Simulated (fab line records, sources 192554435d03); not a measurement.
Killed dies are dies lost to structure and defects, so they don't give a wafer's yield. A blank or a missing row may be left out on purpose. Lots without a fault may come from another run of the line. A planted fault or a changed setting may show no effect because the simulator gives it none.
Problem report in the 8D (eight disciplines) form, filled by code | flow n5_finfet | the parts of the form that need people (team, actions taken, sign-off) are left out

1. THE PROBLEM
cathode_dc_power_W at N5_BEOL_M15_SPUTTER_44 reads a mean of 14105 W on 2 wafers of 2 lots; wafers without a fault read 15000 W with a standard deviation of 3. That is -99 or more standard deviations from the usual mean.
The step: material Ta, target thk 15 nm, time 24.19 s.
First seen on wafer L614.1, day 13 16:07, on pvd_sputter-03. The record holds 33 wafers of 11 lots with a number at this step. Rule for "out", or "out of limits": more than 4 standard deviations from the usual mean. The other wafers with a number count as sound.

2. WHAT IT IS AND WHAT IT IS NOT
question                    | is                 | is not
which readings at this step | cathode_dc_power_W | throttle_valve_pct
which lots                  | L614, L616         | L608, L611, L612, L613, L625, L627, L628, L629, L630
which wafers of those lots  | L614.1, L616.1     | L614.3, L614.6, L616.2, L616.3
read on which tools         | pvd_sputter-03     | pvd_sputter-01, pvd_sputter-02
when                        | from day 13 16:07  | up to then (14 sound wafers); but 17 sound wafers of L616, L625, L627, L628, L629, L630 came after

3. SUSPECTS, AND WHAT RULES EACH OUT
Counting: a tool at a process step up to the reading stays a suspect if it ran every lot that is out. Sound lots after the first of them don't rule it out here, since some wafers of a struck lot are sound.
- pvd_sputter-03 at N5_BEOL_M15_SPUTTER_43 (material TaN, target thk 15 nm, time 24.19 s): kept. It ran every lot that is out, first L614 (day 13 16:02); its last sound lot up to then is L613 (day 13 13:05).
- pvd_sputter-03 at N5_BEOL_M15_SPUTTER_44 (material Ta, target thk 15 nm, time 24.19 s): kept. It ran every lot that is out, first L614 (day 13 16:07); its last sound lot up to then is L613 (day 13 13:10). Its own readings are out on those wafers: cathode_dc_power_W.
Left after counting: pvd_sputter-03 at N5_BEOL_M15_SPUTTER_43, pvd_sputter-03 at N5_BEOL_M15_SPUTTER_44.

4. THE CAUSE (what the simulator had put in)
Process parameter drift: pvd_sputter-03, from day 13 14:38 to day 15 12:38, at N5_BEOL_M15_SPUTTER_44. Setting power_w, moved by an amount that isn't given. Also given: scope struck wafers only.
Counting left 2 suspects, and this tool is among them.

5. THE CHAIN OF EFFECTS, in route order
Each row: a reading whose mean over the struck wafers that have a number lies more than 3 standard deviations from the usual. Only readings for which the record gives a usual standard deviation are gone through. hours: the time from each lot's start at the first step in this table that gives one to its start at this step, as a median over the lots. sigmas: the change in usual standard deviations.
hours | step                   | reading            | usual   | on struck wafers | change | sigmas
0     | N5_BEOL_M15_SPUTTER_44 | cathode_dc_power_W | 15000 W | 14105            | -895   | -99 or more
The process steps in it:
- N5_BEOL_M15_SPUTTER_44: material Ta, target thk 15 nm, time 24.19 s.

6. WHAT WOULD HAVE CAUGHT IT SOONER
In this record the first reading out of limits was taken at day 13 16:07, 1 hour after the fault began at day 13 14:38.
